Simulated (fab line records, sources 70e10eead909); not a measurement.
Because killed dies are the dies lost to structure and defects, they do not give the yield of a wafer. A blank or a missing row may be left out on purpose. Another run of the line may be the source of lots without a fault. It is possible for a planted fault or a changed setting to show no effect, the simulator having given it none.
A struck lot beside a sound one	flow nandHarc	14 steps out of a route of 1159
Sound: the wafers L389.1, L389.2, L389.5. Struck: wafers L392.1, L392.3, L392.6. The cause is given at the end.
Order at every step that has rows: each side's tool, ch and its chambers, its first start. Under that, the readings that differ: sound wafers	struck wafers	difference of the means	sigmas: that difference in standard deviations of wafers without a fault.
alike: a reading whose means differ by less than 2 such deviations, as well as words and numbers matching on both sides. not compared: withheld readings; readings where some wafer has no value; bounds like >300 that might hide an equal value; numbers whose values overlap and for which the record gives no deviation.
A row with sigmas, a row that says differs or no value, or rows on one side alone: a step with any of these is where the two part. When numbers do not overlap yet have no deviation, they are printed without sigmas and do not part them. A reading missing from all wafers of one side parts the sides only when that side holds two or more wafers.

first, 4 steps without rows for these wafers: NHARC_A_WL_FILL_STRIP_28 (strips in post etch residue remover, time 1200 s); NHARC_A_WL_FILL_PRECLEAN_06 (cleans in DIW, time 300 s); NHARC_A_WL_FILL_SRD_07; NHARC_A_WL_FILL_ANNEAL_08 (time 1800 s).
NHARC_A_WL_FILL_ALD_10: deposits SiO2, target thk 50 nm, pulse time 10 s, ald cycles 500.
  sound on aldHk-01 ch 0,1,2, day 17 07:47; struck on aldHk-04 ch 0,1,2, day 18 06:54
  alike: heaterPowerW, precursorPulseHeightRel
NHARC_A_WL_FILL_ETCHBACK_16: etches the open film in C4F8/O2/Ar, target depth 88 nm, time 17.6 s.
  sound on rieDiel-12 ch 0,2,3; struck on rieDiel-03 ch 0,2
  alike: chamberPressureMTorr, oesProductAu, rfVppV
  not compared: rfHoursCounterH
NHARC_A_WL_FILL_STRIP_29: strips in O2, time 20 s.
  sound on rieDiel-12 ch 1,2, day 17 12:01; struck on rieDiel-03 ch 0,1,2, day 18 10:36
reading	sound	struck	difference	sigmas
rfVppV (V)	56.5 56.6 57.7	58.9 59.5 58.4	+2.0	+2
  alike: chamberPressureMTorr, drypumpMotorCurrentA, oesProductAu, showerheadPlenumPTorr, throttleValvePct
  not compared: rfHoursCounterH
NHARC_A_WL_FILL_ETCHBACK_17: etches the open film in Cl2/BCl3, target depth 4 nm, time 26.7 s.
  sound on rieMetal-01 ch 1, day 17 12:07; struck on rieMetal-02 ch 0,1, day 18 10:41
  alike: chamberPressureMTorr, drypumpMotorCurrentA, oesProductAu
  not compared: rfHoursCounterH
then, 3 steps without rows for these wafers: NHARC_A_WL_FILL_PRECLEAN_18 (cleans in dHF, time 30 s); NHARC_A_WL_FILL_SRD_21; NHARC_A_WL_FILL_CVD_23 (deposits poly-Si, target thk 40 nm, time 800 s).
NHARC_A_WL_FILL_ETCHBACK_26: etches the open film in HBr, target depth 52 nm, time 13.3 s.
  sound on rieSi-05 ch 0,2,3, day 17 17:16; struck on rieSi-03 ch 2,3, day 18 15:55
reading	sound	struck	difference	sigmas
oesProductAu (a.u.)	1.006 0.992 1.010	0.681 0.690 0.690	-0.316	-40
  alike: chamberPressureMTorr, drypumpMotorCurrentA, hbrFlowSccm, throttleValvePct
  not compared: rfHoursCounterH
then, 1 step without rows for these wafers: NHARC_A_WL_FILL_PRECLEAN_30 (cleans in dHF, time 10 s).
-- the record jumps here: 4 days lie between the struck wafers' starts before and after (it left off in module A_WL_FILL and takes up again in module END, whose first step shown is number 1159 of the route) --
NHARC_END_SORT_01:
  sound on prober-02 ch 0, day 21 20:41; struck on prober-01 ch 0, day 22 12:31
reading	sound	struck	difference	sigmas
killedAtArray	27 29 29	654 661 661	+630	+57
killedDies	36 37 44	665 661 665	+625	+57
  alike: killedAtOther, killedAtPeriphery, killedOpen, killedShort

== WHERE THEY PART ==
Last at NHARC_END_SORT_01 as far as this record goes, first at NHARC_A_WL_FILL_STRIP_29.

WHY: the cause the simulator had injected
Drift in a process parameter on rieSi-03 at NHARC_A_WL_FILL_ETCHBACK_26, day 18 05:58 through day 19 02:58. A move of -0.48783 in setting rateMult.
